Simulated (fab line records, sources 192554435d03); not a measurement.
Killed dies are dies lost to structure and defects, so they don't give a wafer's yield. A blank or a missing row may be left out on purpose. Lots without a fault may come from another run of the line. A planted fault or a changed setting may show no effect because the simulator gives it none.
A struck lot beside a sound one | flow n5_finfet | 16 steps out of a route of 1938
Sound: wafers L969.3, L969.4, L969.6. Struck: wafer L979.2. (L979.3, L979.4 of the same lot were not struck and are left out.) The cause comes at the end.
At each step with rows: each side's tool, then ch and its chambers, then its first start. Under that, the readings that differ: sound wafers | struck wafers | difference of the means | sigmas: that difference in standard deviations of wafers without a fault.
alike: readings whose means differ by less than 2 such deviations, and words and numbers that are the same on both sides. not compared: withheld readings, readings that some wafer has no value for, bounds like >300 that may hide the same value, and numbers for which the record gives no deviation and whose values overlap.
The two part at a step that has a row with sigmas, a row that says differs or no value, or rows on one side only. Numbers that don't overlap but have no deviation are shown without sigmas and don't part them. A reading that every wafer of one side lacks parts them only if that side has two wafers or more.

first, 3 steps without rows for these wafers: N5_FIN_SAQP_STRIP_53 (strips in N2/H2); N5_FIN_SAQP_HM_OPEN_73 (chemistry CHF3/O2, target SiO2, stops on a-Si, target depth 12 nm, time 16.8 s); N5_FIN_SAQP_STRIP_74 (strips in CHF3/O2).
N5_FIN_SAQP_MANDREL_ETCH_22: etches a-Si in HBr/Cl2, stops on SiNx, target depth 60 nm, bt time 10 s, time 30 s.
  sound on rie_si-02 ch 0,1,3, day 2 22:32; struck on rie_si-04 ch 1, day 5 12:14
  alike: HBr_flow_sccm, chamber_pressure_mTorr, drypump_motor_current_A, oes_product_au, throttle_valve_pct
  not compared: rf_hours_counter_h
N5_FIN_SAQP_STRIP_55: strips in N2/H2.
  sound on rie_diel-02 ch 1,3, day 2 22:38; struck on rie_diel-01 ch 1, day 5 12:28
  reading          | sound             | struck | difference | sigmas
  bias_power_w (W) | 27.94 27.94 27.90 | 28.09  | +0.16      | +2
  alike: chamber_pressure_mTorr, drypump_motor_current_A, oes_product_au, rf_vpp_V, showerhead_plenum_p_Torr, throttle_valve_pct
  not compared: rf_hours_counter_h
then, 2 steps without rows for these wafers: N5_FIN_SAQP_STRIP_23 (strips in SPM, time 750 s); N5_FIN_SAQP_SRD_66 (time 30 s).
N5_FIN_SAQP_RECESS_75: chemistry HF/NH3, target SiO2, target depth 14.4 nm, afs cycles 3, sublimation time 60 s.
  sound on vapor_etch-02 ch 0,1, day 2 23:05; struck on vapor_etch-02 ch 0, day 5 12:47
  alike: drypump_motor_current_A
N5_FIN_SAQP_SPACER1_ALD_24: deposits SiO2, target thk 20.3 nm, pulse time 1 s, purge time 2 s.
  sound on ald_sin-04 ch 2,3, day 2 23:21; struck on ald_sin-01 ch 1, day 5 13:11
  reading            | sound       | struck | difference | sigmas
  heater_power_w (W) | 477 468 486 | 392    | -85        | -2
  alike: precursor_pulse_height_rel
then, 2 steps without rows for these wafers: N5_FIN_SAQP_SPACER1_ETCHBACK_25 (etches SiO2 in CHF3/O2, target depth 24.4 nm, time 12.2 s); N5_FIN_SAQP_MANDREL1_REMOVE_56 (chemistry HBr/Cl2/O2, target a-Si, stops on SiNx, bt time 10 s).
N5_FIN_SAQP_CD_MEAS_27: target cd 20 nm.
  sound on cd_sem-03 ch 0, day 3 00:16; struck on cd_sem-01 ch 0, day 5 14:10
  alike: cd_nm
N5_FIN_SAQP_ETCH_57: etches SiNx in CH3F/O2, target depth 32.5 nm, time 46.4 s.
  sound on rie_diel-06 ch 2,3, day 3 00:19; struck on rie_diel-06 ch 2, day 5 14:44
  reading               | sound          | struck | difference | sigmas
  etch_rf_on_time_s (s) | 46.7 48.4 47.9 | 30.0   | -17.7      | -19
  oes_product_au (a.u.) | 0.57 0.62 0.62 | 1.03   | +0.43      | +4
  alike: chamber_pressure_mTorr, drypump_motor_current_A, rf_vpp_V, showerhead_plenum_p_Torr, throttle_valve_pct
  not compared: rf_hours_counter_h
N5_FIN_SAQP_ETCH_65: etches SiO2 in CF4, target depth 4 nm, time 4.4 s.
  sound on rie_si-04 ch 0,1,3, day 3 00:25; struck on rie_si-04 ch 3, day 5 14:50
  alike: chamber_pressure_mTorr, drypump_motor_current_A, oes_product_au, throttle_valve_pct
  not compared: rf_hours_counter_h
-- the record jumps here: 6 days lie between the struck wafers' starts before and after (it left off in module FIN_SAQP and takes up again in module BEOL_M4, whose first step shown is number 1111 of the route) --
N5_BEOL_M4_RC_MEAS_101:
  sound on prober-01 ch 0, day 9 02:23; struck on prober-02 ch 0, day 11 15:04
  alike: DIBL_N, DIBL_P, IOFF_N, IOFF_P, ION_N, ION_P, SS_N, SS_P, VT_N, VT_P
-- the record jumps here: 4 days lie between the struck wafers' starts before and after (it left off in module BEOL_M4 and takes up again in module PASSIVATION, whose first step shown is number 1936 of the route) --
N5_PASSIVATION_PROBE_49:
  the record has rows for the struck wafers here (prober-02, day 15 23:02) and none for the sound ones

WHERE THEY PART
First at N5_FIN_SAQP_STRIP_55; last, within this record, at N5_PASSIVATION_PROBE_49.

WHY: what the simulator had put in
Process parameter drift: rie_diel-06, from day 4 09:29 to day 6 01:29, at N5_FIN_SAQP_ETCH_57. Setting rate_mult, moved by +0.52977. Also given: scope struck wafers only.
